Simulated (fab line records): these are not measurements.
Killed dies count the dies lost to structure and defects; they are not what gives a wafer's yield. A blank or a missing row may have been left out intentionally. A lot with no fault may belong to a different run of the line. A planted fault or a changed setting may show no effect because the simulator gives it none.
Which tool was responsible?	flow nand harc	11 lots, 33 wafers sampled, at 5 steps of a route of 1159

WHAT EACH GAUGE READ, for each wafer
NHARC_HYBRID_BOND_INSPECT_06: inspects for defects (ir void). Usual: raw defect count at 37, with a standard deviation of 16.
lot	measured	on	raw defect count	flag
L767	day 19 01:07	defect inspect-01	34 33 30	
L768	day 19 01:08	defect inspect-02	23 22 23	
L770	day 19 01:08	defect inspect-01	34 35 36	
L769	day 19 05:28	defect inspect-01	9 18 9	
L772	day 19 23:50	defect inspect-01	37 36 31	
L771	day 19 23:50	defect inspect-02	27 30 23	
L773	day 19 23:52	defect inspect-02	27 32 36	
L774	day 20 06:00	defect inspect-01	43 43 46	
L775	day 21 04:43	defect inspect-02	38 43 37	
L777	day 21 04:43	defect inspect-01	28 26 28	
L779	day 22 14:07	defect inspect-01	19 18 20	

NHARC_END_SORT_01. Usual: defect limited yield 95.0 %, standard deviation 1.6; killed at array 30, standard deviation 10; killed at other 0.5, standard deviation 0.82; killed at periphery 2.9, standard deviation 2; killed dies 34, standard deviation 11; killed open 3.2, standard deviation 1.8; killed short 2.0, standard deviation 1.4; sort_bin_2_pct 1.5 %, standard deviation 0.68; sort_bin_3_pct 0.28 %, standard deviation 0.21; sort_bin_4_pct 3.1 %, standard deviation 0.97; sort_bin_6_pct 0.00 %, standard deviation 0.012; sort n pass 643, standard deviation 11; sort rim yield pct 94.6 %, standard deviation 2.9; sort yield pct 95.0 %, standard deviation 1.6.
lot	measured	on	defect limited yield (%)	killed at array	killed at other	killed at periphery	killed dies	killed open	killed short	sort_bin_2_pct (%)	sort_bin_3_pct (%)	sort_bin_4_pct (%)	sort_bin_6_pct (%)	sort n pass	sort rim yield pct (%)	sort yield pct (%)	flag
L769	day 20 10:50	prober-02	97.9 97.0 98.4	14 18 10	0 0 0	0 2 1	14 20 11	6 4 4	0 1 1	1.0 0.9 0.4	0 0.30 0	1.0 1.8 1.2	0 0 0	663 657 666	98.1 94.3 100.0	97.9 97.0 98.4	
L774	day 21 01:56	prober-02	94.7 95.1 93.9	33 33 37	0 0 0	3 0 4	36 33 41	3 3 4	1 1 0	2.1 1.6 2.5	0.30 0.15 0.74	3.0 3.1 2.8	0 0 0	641 644 636	92.5 94.3 92.5	94.7 95.1 93.9	
L779	day 23 08:32	prober-01	0 0 0	15 16 17	660 657 654	2 4 6	677 677 677	1 5 3	1 2 3	98.2 98.1 97.2	0.15 0.30 0.30	1.6 1.6 2.5	0 0 0	0 0 0	0 0 0	0 0 0	OFF

WHAT TOOL EACH LOT RAN ON (gives the tool, then ch and the chambers of the sampled wafers, and finally the start)
lot	NHARC_A_BONDPAD_CMP_19	NHARC_THIN_TSV_GRIND_00	NHARC_THIN_TSV_CMP_01
L767	cmp-04 ch 1,2,3, day 18 12:34	grinder-01 ch 0, day 19 02:28	cmp-04 ch 0,2, day 19 03:41
L768	cmp-04 ch 2,3, day 18 15:30	grinder-01 ch 0, day 19 03:50	cmp-04 ch 0,1,2, day 19 04:52
L770	cmp-04 ch 0,1,2, day 18 17:37	grinder-01 ch 0, day 19 05:14	cmp-02 ch 1,3, day 19 06:05
L769	cmp-03 ch 0,1,2, day 18 18:23	grinder-01 ch 0, day 19 07:58	cmp-04 ch 0,1,2, day 19 09:03
L772	cmp-04 ch 0,2,3, day 19 12:35	grinder-01 ch 0, day 20 01:22	cmp-03 ch 0,2,3, day 20 02:23
L771	cmp-03 ch 0,1,2, day 19 16:02	grinder-01 ch 0, day 20 00:11	cmp-04 ch 0,2,3, day 20 01:14
L773	cmp-03 ch 0,2,3, day 19 17:01	grinder-01 ch 0, day 20 02:34	cmp-02 ch 1,2, day 20 03:35
L774	cmp-01 ch 0,2,3, day 19 19:37	grinder-01 ch 0, day 20 06:09	cmp-02 ch 0,2,3, day 20 07:25
L775	cmp-03 ch 1,2,3, day 20 15:26	grinder-01 ch 0, day 21 06:05	cmp-02 ch 0,2,3, day 21 07:17
L777	cmp-01 ch 0,2,3, day 20 15:44	grinder-01 ch 0, day 21 05:16	cmp-04 ch 1,2,3, day 21 06:07
L779	cmp-01 ch 0,1, day 22 01:17	grinder-01 ch 0, day 22 15:02	cmp-04 ch 1,2, day 22 16:16
- NHARC_A_BONDPAD_CMP_19: polishes, t overpolish 30 s, cu recess touch 16 s, target thk 169.8 nm.
- NHARC_THIN_TSV_GRIND_00
- NHARC_THIN_TSV_CMP_01: polishes.

WHAT THE TOOLS THEMSELVES READ (means of the sampled wafers that have a number; where no wafer has one, the mark that the record gives instead)
NHARC_A_BONDPAD_CMP_19. Usual: motor current A 12.0 A, standard deviation 1.2; overpolish run s 30.000 s, standard deviation 0.0094; retaining ring pressure frac 0.999, standard deviation 0.0055; slurry filter dp kPa 13.50 kPa, standard deviation 0.13.
lot	tool	motor current A (A)	overpolish run s (s)	retaining ring pressure frac	slurry filter dp kPa (kPa)	flag
L767	cmp-04	13.2	29.995	1.003	13.44	
L768	cmp-04	13.2	29.991	1.005	13.41	
L770	cmp-04	12.6	29.990	0.998	13.54	
L769	cmp-03	11.3	30.000	1.001	13.52	
L772	cmp-04	13.1	29.997	1.001	13.46	
L771	cmp-03	11.2	29.992	0.998	13.50	
L773	cmp-03	11.3	30.004	0.995	13.51	
L774	cmp-01	12.0	30.002	0.999	13.49	
L775	cmp-03	11.7	30.007	0.998	13.30	
L777	cmp-01	11.7	29.999	1.001	13.60	
L779	cmp-01	10.5	29.998	1.000	13.49	

NHARC_THIN_TSV_GRIND_00. Usual: motor current A at 12.002 A, with a standard deviation of 0.019.
lot	tool	motor current A (A)	flag
L767	grinder-01	12.000	
L768	grinder-01	12.011	
L770	grinder-01	12.004	
L769	grinder-01	11.997	
L772	grinder-01	12.003	
L771	grinder-01	12.010	
L773	grinder-01	12.001	
L774	grinder-01	12.000	
L775	grinder-01	11.991	
L777	grinder-01	11.997	
L779	grinder-01	11.985	

NHARC_THIN_TSV_CMP_01. Usual: motor current A 12.2 A, standard deviation 1.2; retaining ring pressure frac 1.000, standard deviation 0.0053; slurry filter dp kPa 13.50 kPa, standard deviation 0.14.
lot	tool	motor current A (A)	retaining ring pressure frac	slurry filter dp kPa (kPa)	flag
L767	cmp-04	12.8	0.995	13.47	
L768	cmp-04	13.1	0.999	13.62	
L770	cmp-02	12.2	0.995	13.54	
L769	cmp-04	12.9	0.999	13.45	
L772	cmp-03	11.0	0.998	13.55	
L771	cmp-04	13.1	0.999	13.45	
L773	cmp-02	12.4	1.000	13.54	
L774	cmp-02	11.5	1.003	13.43	
L775	cmp-02	12.0	0.999	13.62	
L777	cmp-04	13.3	0.999	13.52	
L779	cmp-04	12.9	1.001	13.44	

THE ANSWER, worked out from the rows above alone
Rule: a lot is off if the mean of its wafers that have a number lies more than 3 standard deviations from the usual mean. Also off: a lot with no number at a reading for which 4 or more lots have one. Where the step has rows for the other lots, those lots are counted as sound. First the gauges in route order, then the tools' own readings, where a lot's mean is used as printed above. The first step at which some lot is off is used, and at that step the reading that is off furthest; a lot without a number counts as furthest.
Off: L779, at NHARC_END_SORT_01 (killed at other). Neither off nor sound, because the step has no rows for them: L767, L768, L770, L772, L771, L773, L775, L777.
If a tool, at a process step before that reading, ran all the lots that are off and no sound lot after the first of them, it fits. The gauges at NHARC_END_SORT_01 are tried like those tools. Can't be told from this: 4 tools fit, cmp-01 at NHARC_A_BONDPAD_CMP_19, grinder-01 at NHARC_THIN_TSV_GRIND_00, cmp-04 at NHARC_THIN_TSV_CMP_01, prober-01 at NHARC_END_SORT_01.

WHAT THE SIMULATOR HAD PUT IN
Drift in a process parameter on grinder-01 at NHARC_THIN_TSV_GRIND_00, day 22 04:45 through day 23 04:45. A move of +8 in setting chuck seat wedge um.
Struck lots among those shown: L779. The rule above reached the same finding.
